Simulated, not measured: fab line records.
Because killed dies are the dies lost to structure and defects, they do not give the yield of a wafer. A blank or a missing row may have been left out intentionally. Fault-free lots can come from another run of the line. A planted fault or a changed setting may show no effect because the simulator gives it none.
Comparing a struck lot with a sound one | flow n5_finfet | 27 steps out of a route of 1938
Sound: these wafers, L942.1, L942.2, L942.6. Struck: wafers L945.2, L945.3, L945.6. The cause is named last.
Order at every step that has rows: each side's tool, ch and its chambers, its first start. Under that, the readings that differ: sound wafers | struck wafers | difference of the means | sigmas: that difference in standard deviations of wafers without a fault.
alike: readings with means less than 2 such deviations apart, plus words and numbers identical on both sides. not compared: withheld readings, readings lacking a value on some wafer, bounds such as >300 that could conceal the same value, and numbers that have no deviation in the record and whose values overlap.
The two part at a step that has a row with sigmas, a row that says differs or no value, or rows on one side only. Numbers that have no deviation but don't overlap get no sigmas and don't part them. A reading missing from all wafers of one side parts the sides only when that side holds two or more wafers.

first, 8 steps without rows for these wafers: N5_BEOL_M4_PRE_CLEAN_60 (time 15 s); N5_BEOL_M4_CO_CAP_55 (material Co, precursor CCTBA/H2, target thk 2 nm, time 102.1 s); N5_BEOL_M4_PRE_CLEAN_56 (time 15 s); N5_BEOL_M4_DEP_57 (deposits SiCN from 3MS/NH3, target thk 8 nm, time 14 s); N5_BEOL_M5_ILD_DEP_00 (deposits SiCOH lowk from DEMS/porogen, target thk 140.64 nm, time 25.9 s); N5_BEOL_M5_CURE_79 (cures SiCOH lowk, time 240 s); N5_BEOL_M5_PECVD_70 (deposits SiO2 from TEOS/O2, target thk 16 nm, time 18 s); N5_BEOL_M5_HM_DEP_02 (deposits TiN, target thk 20 nm).
N5_BEOL_M5_COAT_59: time 60 s, resist thk 60 nm.
  sound on litho_track-01 ch 0, day 10 14:59; struck on litho_track-01 ch 0, day 11 18:25
  reading                                  | sound                | struck               | difference | sigmas
  spin_speed_rpm (rpm)                     | 1501.9 1501.5 1499.6 | 1076.9 1077.4 1078.0 | -423.6     | -99 or more
  model.SOC_of_BEOL_M5_COAT_59.thk_nm (nm) | 59.8 60 59.8         | 70.8 70.8 71         | +11.0      |
  alike: exhaust_pa
then, 11 steps without rows for these wafers: N5_BEOL_M5_COAT_60 (time 60 s, resist thk 12 nm); N5_BEOL_M5_COAT_71 (time 60 s, resist thk 5 nm); N5_BEOL_M5_COAT_05 (resist thk 30 nm); N5_BEOL_M5_EBR_07; N5_BEOL_M5_SOFTBAKE_06 (time 60 s); N5_BEOL_M5_EXPOSE_08 (exposes mask M5, target cd 28 nm); N5_BEOL_M5_PEB_09 (peb time 60 s); N5_BEOL_M5_DEVELOP_10 (develop time 30 s); N5_BEOL_M5_DESCUM_16 (chemistry O2, time 7 s); N5_BEOL_M5_ETCH_72 (etches underlayer in N2/H2, target depth 6.5 nm, time 5.2 s); N5_BEOL_M5_ETCH_61 (etches SiARC in CF4, target depth 15.6 nm, time 26 s).
N5_BEOL_M5_ETCH_62: etches SOC in N2/H2, target depth 75 nm, overetch 15 nm, time 112.5 s.
  sound on rie_diel-03 ch 0,1, day 10 15:40; struck on rie_diel-05 ch 0,3, day 11 19:01
  reading                     | sound             | struck            | difference | sigmas
  drypump_motor_current_A (A) | 4.8 5.3 5.3       | 5.9 6.4 6.4       | +1.1       | +2
  model.etch.depth_nm (nm)    | 59.86 60.07 59.86 | 70.85 70.73 70.96 | +10.92     |
  alike: bias_w, oes_product_au, rf_vpp_V, showerhead_plenum_p_Torr, throttle_valve_pct
  not compared: rf_hours_counter_h
then, 3 steps without rows for these wafers: N5_BEOL_M5_STRIP_63 (strips in N2/H2); N5_BEOL_M5_STRIP_73 (strips in N2/H2); N5_BEOL_M5_STRIP_64 (strips in CF4).
N5_BEOL_M5_HM_OPEN_17: chemistry Cl2/BCl3, target TiN, target depth 20 nm, overetch 6 nm.
  sound on rie_metal-02 ch 0,1, day 10 15:50; struck on rie_metal-02 ch 0,1, day 11 19:11
  reading                                  | sound          | struck       | difference | sigmas
  model.SOC_of_BEOL_M5_COAT_59.thk_nm (nm) | 51.8 51.6 51.8 | 62.8 62.4 63 | +11.0      |
  alike: bias_w, drypump_motor_current_A, oes_product_au, throttle_valve_pct
  not compared: rf_hours_counter_h
then, 1 step without rows for these wafers: N5_BEOL_M5_STRIP_19 (strips in O2).
-- a jump in the record: the struck wafers' starts before and after are 4 days apart (it breaks off in module BEOL_M5 and resumes in module PASSIVATION, where the first step shown is number 1936 of the route) --
N5_PASSIVATION_PROBE_49:
  sound: prober-02 at day 15 00:57; struck: prober-01 at day 15 23:48
  alike: defect_limited_yield, killed_at_M0_to_M3, killed_at_M4_up, killed_at_contacts, killed_at_front_end, killed_at_other, killed_dies, killed_open, killed_short, sort_bin_5_function, sort_bin_6_memory, sort_n_pass, sort_yield_pct

## WHERE THEY PART
First at N5_BEOL_M5_COAT_59; last, within this record, at N5_BEOL_M5_ETCH_62. Later steps at which nothing parts them and some readings are alike: N5_BEOL_M5_HM_OPEN_17, N5_PASSIVATION_PROBE_49.

WHY: what had been put in by the simulator
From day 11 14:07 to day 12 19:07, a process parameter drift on litho_track-01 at N5_BEOL_M5_COAT_59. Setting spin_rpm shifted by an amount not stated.
